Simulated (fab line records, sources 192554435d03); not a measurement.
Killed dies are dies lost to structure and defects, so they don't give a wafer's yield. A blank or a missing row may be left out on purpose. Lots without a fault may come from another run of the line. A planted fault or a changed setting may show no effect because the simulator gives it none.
fab line records | flow n5_finfet
record lots=7 wafers=21
route steps=1938 shown BEOL_M13@1665 BEOL_M14@1762 BEOL_M15@1773 MIM_BOT@1833 MIM_TOP@1838 PASSIVATION@1915
start_h: hours from the record's first day to the start of the lot's first wafer shown | wait_h: hours since the lot's step before | " the same as in the row above | L1.1+2: a row that stands for several wafers | - no value, or no start given | * or withheld: withheld | < > ~ a bound
route shown NAME@n: a module of which the file shows steps, and the number in the route of the first | usual: mean/standard deviation of fault-free wafers | same: alike in all rows | chamber/n: place in a boat | sites: the reading at each site | _std_site: their standard deviation | _edge_site: outer sites' mean less inner sites' | radius_mm: how far each site lies from the wafer's centre | mask NAME#n: copy n | behind: the tool/chamber that last shaped the wafer | hold: why the lot was held/for how many hours/how that ended | device: the transistor (n, p or np) that didn't switch | end of line: the same wafers' tests at the end of the route | a step without rows: its recipe alone | killed: dies lost to structure and defects at the first sort, not the wafer's yield | map: a wafer's dies, x killed, . not, _ none there
set.NAME: the setting as run; set.NAME@STEP: as run at that earlier step | model.NAME: the simulator's own value behind a step, which no gauge read
lots whose settings were changed on purpose; a table a step, a row a wafer
## steps
# step N5_BEOL_M13_EXPOSE_07
# recipe mask_id=V12 na=0.93 source_shape=conventional sigma_outer=0.6 polarization=unpolarized attpsm_phase_deg=180 dose_mj=24.8
# columns lot.wafer tool chamber start_h wait_h mask set.dose_mj
L078.1 krf_scanner-02 0 249.20 - V12#0 24.8
L078.2+4 " 0 " " V12#0 23.69
L082.1+2+5 krf_scanner-01 0 281.40 - V12#0 24.8
L084.2+3 krf_scanner-01 0 289.47 - V12#0 26.21
L084.6 " 0 " " V12#0 24.8
L089.2+4 krf_scanner-02 0 313.10 - V12#0 24.8
L089.6 " 0 " " V12#0 26.2
L091.3+5+6 krf_scanner-01 0 333.26 - V12#0 24.8
L094.1+4+5 krf_scanner-02 0 352.56 - V12#0 24.8
L095.3+4+5 krf_scanner-02 0 368.82 - V12#0 24.8
# step N5_BEOL_M13_ETCH_59
# recipe chemistry=N2/H2 target=BARC target_depth_a=890 overetch_a=267 time_s=67.9 ion_energy_ev=200 pressure_mtorr=30 source_w=840 bias_w=150 n2_flow_sccm=200 h2_flow_sccm=200
# columns lot.wafer tool chamber start_h wait_h set.time_s
L078.1+2 rie_diel-06 2,3 249.67 0.0 67.9
L078.4 " 1 " " 57.88
L082.1+2+5 rie_diel-03 0,1,2 281.70 0.0 67.9
L084.2+3+6 rie_diel-03 1,3,1 289.76 0.0 67.9
L089.2+4+6 rie_diel-02 2,0,0 313.39 0.0 61.33
L091.3+5 rie_diel-02 0,2 333.54 0.0 67.9
L091.6 " 1 " " 52.94
L094.1+4+5 rie_diel-03 0,2,3 352.96 0.0 67.9
L095.3+4+5 rie_diel-02 3,1,1 369.11 0.0 67.9
# step N5_BEOL_M13_VIA_ETCH_16
# recipe chemistry=C4F8/O2/Ar target=SiOC pressure_mtorr=30 source_w=3000 bias_w=700 Ar_flow_sccm=400 C4F8_flow_sccm=15 O2_flow_sccm=8 he_inner_torr=15 he_outer_torr=30 target_depth_a=9217 time_s=withheld ion_energy_ev=250 ends=cleared
# step N5_BEOL_M13_STRIP_63
# recipe chemistry=N2/H2 power_w=1000 temp_c=250 h2_frac=0.65 overash_fraction=0.3 pressure_mtorr=1000 n2_flow_sccm=1750 h2_flow_sccm=3250
# step N5_BEOL_M13_STRIP_71
# recipe chemistry=post_etch_residue_remover time_s=60 temp_c=25 remover_ph=withheld remover_water_wt_pct=withheld remover_fluoride_wt_pct=withheld
# step N5_BEOL_M13_SRD_72
# recipe time_s=30 temp_c=23 rinse_liquid=diw dry=n2_spin spin_rpm=1500 dry_time_s=30
# step N5_BEOL_M13_CD_MEAS_17
# recipe target_cd_nm=190 polarity=opening
# usual cd_nm=189.0/1.9
# columns lot.wafer tool chamber start_h wait_h set.dose_mj@BEOL_M13_EXPOSE_07 cd_nm
L078.1 cd_sem-02 - 250.16 0.0 24.8 191.1
L078.2 " - " " 23.69 185.7
L078.4 " - " " 23.69 182.7
L082.1 cd_sem-03 - 282.20 0.0 24.8 189.8
L082.2 " - " " 24.8 187.3
L082.5 " - " " 24.8 187.5
L084.2 cd_sem-03 - 290.25 0.0 26.21 194.9
L084.3 " - " " 26.21 195.6
L084.6 " - " " 24.8 190.7
L089.2 cd_sem-03 - 313.89 0.0 24.8 187.8
L089.4 " - " " 24.8 186.1
L089.6 " - " " 26.2 193.8
L091.3 cd_sem-03 - 334.04 0.0 24.8 186.6
L091.5 " - " " 24.8 185.6
L091.6 " - " " 24.8 184.9
L094.1 cd_sem-03 - 353.45 0.0 24.8 190.1
L094.4 " - " " 24.8 187.5
L094.5 " - " " 24.8 189.0
L095.3 cd_sem-02 - 369.64 0.0 24.8 188.2
L095.4 " - " " 24.8 188.2
L095.5 " - " " 24.8 189.0
# step N5_BEOL_M14_SPUTTER_43
# recipe material=TaN target_thk_a=150 temp_c=50 bias_v=168.6 power_w=15000 chamber_pressure_pa=0.12 time_s=24.19
# columns lot.wafer tool chamber start_h wait_h set.power_w model.TaN_of_BEOL_M14_SPUTTER_43.thk_nm
L078.1 pvd_sputter-02 - 261.72 0.0 15000 15
L078.2 " - " " 16060 16.2
L078.4 " - " " 15000 15.2
L082.1+5 pvd_sputter-03 - 293.37 0.0 13100 12.8
L082.2 " - " " 15000 14.6
L084.2 pvd_sputter-03 - 299.73 0.0 15000 15
L084.3 " - " " 17060 16.6
L084.6 " - " " 17060 16.4
L089.2 pvd_sputter-03 - 321.98 0.0 15000 14.8
L089.4 " - " " 17350 17.4
L089.6 " - " " 17350 16.8
L091.3 pvd_sputter-03 - 339.96 0.0 14040 13.8
L091.5 " - " " 15000 14.4
L091.6 " - " " 15000 15
L094.1+4 pvd_sputter-03 - 362.26 0.0 15000 14.8
L094.5 " - " " 15000 15
L095.3 pvd_sputter-02 - 377.37 0.0 13060 13.2
L095.4 " - " " 15000 15
L095.5 " - " " 13060 12.6
# step N5_BEOL_M15_ILD_DEP_00
# recipe material=SiO2 target_thk_a=16293 temp_c=400 precursor=TEOS/O2 pressure_torr=6.5 rf_w=900 teos_flow_sccm=161.4 gas=O2 flow_sccm=2650 time_s=346.1
# columns lot.wafer tool chamber start_h wait_h set.temp_c model.SiO2_of_BEOL_M15_ILD_DEP_00.thk_nm
L078.1 pecvd-04 1 262.97 0.0 406.5 1549
L078.2 " 0 " " 400 1660
L078.4 " 1 " " 400 1674
L082.1 pecvd-03 1 294.64 0.0 393.5 1693
L082.2 " 2 " " 393.5 1702
L082.5 " 1 " " 400 1647
L084.2 pecvd-04 0 301.18 0.0 400 1598
L084.3 " 2 " " 407.7 1543
L084.6 " 2 " " 400 1666
L089.2 pecvd-04 0 323.23 0.0 392.8 1701
L089.4 " 0 " " 400 1647
L089.6 " 2 " " 392.8 1750
L091.3 pecvd-03 2 341.30 0.0 400 1611
L091.5 " 0 " " 403.1 1610
L091.6 " 1 " " 400 1635
L094.1 pecvd-04 2 364.07 0.0 400 1661
L094.4 " 1 " " 400 1636
L094.5 " 0 " " 400 1672
L095.3 pecvd-03 1 378.62 0.0 404 1565
L095.4 " 0 " " 400 1653
L095.5 " 2 " " 400 1631
# step N5_BEOL_M15_THK_MEAS_01
# recipe reads=SiO2_of_BEOL_M15_ILD_DEP_00
# usual M15_ILD_THK=1632/25
# columns lot.wafer tool chamber start_h wait_h set.temp_c@BEOL_M15_ILD_DEP_00 M15_ILD_THK[nm]
L078.1 film_metro-01 - 263.22 0.1 406.5 1549
L078.2 " - " " 400 1659
L078.4 " - " " 400 1674
L082.1 film_metro-01 - 294.89 0.1 393.5 1691
L082.2 " - " " 393.5 1701
L082.5 " - " " 400 1646
L084.2 film_metro-01 - 301.43 0.1 400 1599
L084.3 " - " " 407.7 1544
L084.6 " - " " 400 1667
L089.2 film_metro-01 - 323.49 0.1 392.8 1700
L089.4 " - " " 400 1646
L089.6 " - " " 392.8 1751
L091.3 film_metro-01 - 341.56 0.1 400 1611
L091.5 " - " " 403.1 1610
L091.6 " - " " 400 1637
L094.1 film_metro-02 - 364.32 0.1 400 1660
L094.4 " - " " 400 1634
L094.5 " - " " 400 1671
L095.3 film_metro-02 - 378.87 0.1 404 1564
L095.4 " - " " 400 1652
L095.5 " - " " 400 1633
# step N5_BEOL_M15_COAT_58
# recipe resist=BARC temp_c=205 time_s=60 spin_rpm=1500 resist_thk_nm=89
# step N5_BEOL_M15_COAT_04
# recipe spin_rpm=1704 resist_thk_nm=800
# step N5_BEOL_M15_DESCUM_15
# recipe chemistry=O2 time_s=7.9 source_power_w=50 bias_power_w=20 pressure_mtorr=20 rf_frequency_hz=2.712e+07 temp_c=40 o2_flow_sccm=225
# step N5_BEOL_M15_ETCH_59
# recipe chemistry=N2/H2 target=BARC target_depth_a=890 overetch_a=267 time_s=67.9 ion_energy_ev=200 pressure_mtorr=30 source_w=840 bias_w=150 n2_flow_sccm=200 h2_flow_sccm=200
# step N5_BEOL_M15_VIA_ETCH_16
# recipe chemistry=C4F8/O2/Ar target=SiO2 he_inner_torr=15 he_outer_torr=30 target_depth_a=17922 time_s=withheld ion_energy_ev=800 pressure_mtorr=20 source_w=1905 bias_w=2040 Ar_flow_sccm=400 C4F8_flow_sccm=16 O2_flow_sccm=12 ends=cleared
# columns lot.wafer tool chamber start_h wait_h set.temp_c@BEOL_M15_ILD_DEP_00 model.etch.depth_nm
L078.1 rie_diel-03 1 263.87 0.0 406.5 1549
L078.2 " 2 " " 400 1660
L078.4 " 3 " " 400 1674
L082.1 rie_diel-06 2 295.49 0.0 393.5 1693
L082.2 " 3 " " 393.5 1702
L082.5 " 1 " " 400 1647
L084.2 rie_diel-06 1 302.17 0.0 400 1598
L084.3 " 2 " " 407.7 1543
L084.6 " 2 " " 400 1666
L089.2 rie_diel-03 0 324.29 0.0 392.8 1701
L089.4 " 1 " " 400 1647
L089.6 " 1 " " 392.8 1750
L091.3 rie_diel-06 0 342.16 0.0 400 1611
L091.5 " 3 " " 403.1 1610
L091.6 " 2 " " 400 1635
L094.1 rie_diel-02 1 364.93 0.0 400 1661
L094.4 " 2 " " 400 1636
L094.5 " 2 " " 400 1672
L095.3 rie_diel-06 2 379.47 0.0 404 1565
L095.4 " 0 " " 400 1653
L095.5 " 2 " " 400 1631
# step N5_MIM_BOT_SPUTTER_00
# recipe material=TiN target_thk_a=350 temp_c=200 power_w=3000 chamber_pressure_pa=0.49996 gas=Ar reactive_partial_pa=0.37997 time_s=89.7
# columns lot.wafer tool chamber start_h wait_h set.time_s model.TiN_of_MIM_BOT_SPUTTER_00.thk_nm
L078.1 pvd_sputter-02 - 269.65 0.0 95.89 36.8
L078.2 " - " " 95.89 37.2
L078.4 " - " " 95.89 37.6
L082.1 pvd_sputter-01 - 302.60 0.0 89.7 35.4
L082.2 " - " " 89.7 34.6
L082.5 " - " " 89.7 35
L084.2 pvd_sputter-02 - 307.44 0.0 80.33 32.2
L084.3 " - " " 80.33 31.6
L084.6 " - " " 89.7 35
L089.2 pvd_sputter-01 - 330.89 0.0 89.7 35
L089.4 " - " " 89.7 34.4
L089.6 " - " " 89.7 34.8
L091.3 pvd_sputter-02 - 349.17 0.0 82.11 31.4
L091.5 " - " " 82.11 31.8
L091.6 " - " " 89.7 34.6
L094.1 pvd_sputter-01 - 376.82 0.0 89.7 34.6
L094.4 " - " " 89.7 35.2
L094.5 " - " " 89.7 34.4
L095.3 pvd_sputter-01 - 388.87 0.0 93.89 36.8
L095.4 " - " " 89.7 34.6
L095.5 " - " " 89.7 34.4
# step N5_MIM_TOP_SPUTTER_03
# recipe material=TiN target_thk_a=350 temp_c=200 power_w=3000 chamber_pressure_pa=0.49996 gas=Ar reactive_partial_pa=0.37997 time_s=89.7
# columns lot.wafer tool chamber start_h wait_h set.power_w model.TiN_of_MIM_TOP_SPUTTER_03.thk_nm
L078.1 pvd_sputter-03 - 270.24 0.0 3376 39.2
L078.2 " - " " 3376 38.4
L078.4 " - " " 3000 34.2
L082.1 pvd_sputter-02 - 303.63 0.0 3000 35
L082.2 " - " " 2665 31.8
L082.5 " - " " 2665 31.2
L084.2 pvd_sputter-03 - 309.82 0.0 3000 34.8
L084.3+6 " - " " 3000 35.2
L089.2 pvd_sputter-01 - 332.11 0.0 3000 35
L089.4 " - " " 3000 35.6
L089.6 " - " " 2635 31.6
L091.3+6 pvd_sputter-02 - 350.23 0.0 3000 35.4
L091.5 " - " " 3000 34.6
L094.1 pvd_sputter-02 - 377.85 0.0 3000 35.2
L094.4 " - " " 3000 35.6
L094.5 " - " " 3000 34.8
L095.3+4 pvd_sputter-02 - 389.46 0.0 3000 35.8
L095.5 " - " " 2814 33.8
# step N5_PASSIVATION_PECVD_53
# recipe material=SiO2 target_thk_a=8000 temp_c=400 precursor=TEOS/O2 pressure_torr=6.5 rf_w=withheld teos_flow_sccm=withheld gas=O2 flow_sccm=2650 time_s=169.4
# columns lot.wafer tool chamber start_h wait_h set.temp_c model.SiO2_of_PASSIVATION_PECVD_53.thk_nm
L078.1 pecvd-04 2 278.35 0.0 400 791.8
L078.2 " 0 " " 400 778.6
L078.4 " 1 " " 400 810.8
L082.1 pecvd-04 0 308.99 0.0 387.6 847.2
L082.2 " 1 " " 400 806.2
L082.5 " 2 " " 400 814
L084.2 pecvd-04 0 316.70 0.0 400 778.6
L084.3 " 2 " " 400 799.4
L084.6 " 2 " " 400 814
L089.2 pecvd-04 1 340.44 0.0 400 814.6
L089.4 " 2 " " 400 828
L089.6 " 1 " " 405.8 796.8
L091.3 pecvd-03 2 359.43 0.1 416.9 701.4
L091.5 " 2 " " 416.9 693
L091.6 " 1 " " 400 794
L094.1 pecvd-02 0 386.94 0.0 400 780.4
L094.4 " 0 " " 400 793.4
L094.5 " 0 " " 400 788.6
L095.3 pecvd-03 1 397.51 0.0 400 779.6
L095.4 " 1 " " 400 791
L095.5 " 0 " " 400 800.4
## key
split step=N5_BEOL_M13_EXPOSE_07 setting=dose_mj stated=24.8 by=wafer
response step=N5_BEOL_M13_CD_MEAS_17 reading=cd_nm change=+1.13 per=1% r=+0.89
split step=N5_BEOL_M13_ETCH_59 setting=time_s stated=67.9 by=wafer
response none clear
split step=N5_BEOL_M14_SPUTTER_43 setting=power_w stated=15000 by=wafer
response step=N5_BEOL_M14_SPUTTER_43 reading=model.TaN_of_BEOL_M14_SPUTTER_43.thk_nm change=+0.141 per=1% r=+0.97
split step=N5_BEOL_M15_ILD_DEP_00 setting=temp_c stated=400 by=wafer
response step=N5_BEOL_M15_ILD_DEP_00 reading=model.SiO2_of_BEOL_M15_ILD_DEP_00.thk_nm change=-48.7 per=1% r=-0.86
response step=N5_BEOL_M15_THK_MEAS_01 reading=M15_ILD_THK change=-48.9 per=1% r=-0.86
response step=N5_BEOL_M15_VIA_ETCH_16 reading=model.etch.depth_nm change=-48.7 per=1% r=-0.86
split step=N5_MIM_BOT_SPUTTER_00 setting=time_s stated=89.7 by=wafer
response step=N5_MIM_BOT_SPUTTER_00 reading=model.TiN_of_MIM_BOT_SPUTTER_00.thk_nm change=+0.338 per=1% r=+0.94
split step=N5_MIM_TOP_SPUTTER_03 setting=power_w stated=3000 by=wafer
response step=N5_MIM_TOP_SPUTTER_03 reading=model.TiN_of_MIM_TOP_SPUTTER_03.thk_nm change=+0.329 per=1% r=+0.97
split step=N5_PASSIVATION_PECVD_53 setting=temp_c stated=400 by=wafer
response step=N5_PASSIVATION_PECVD_53 reading=model.SiO2_of_PASSIVATION_PECVD_53.thk_nm change=-18.9 per=1% r=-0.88
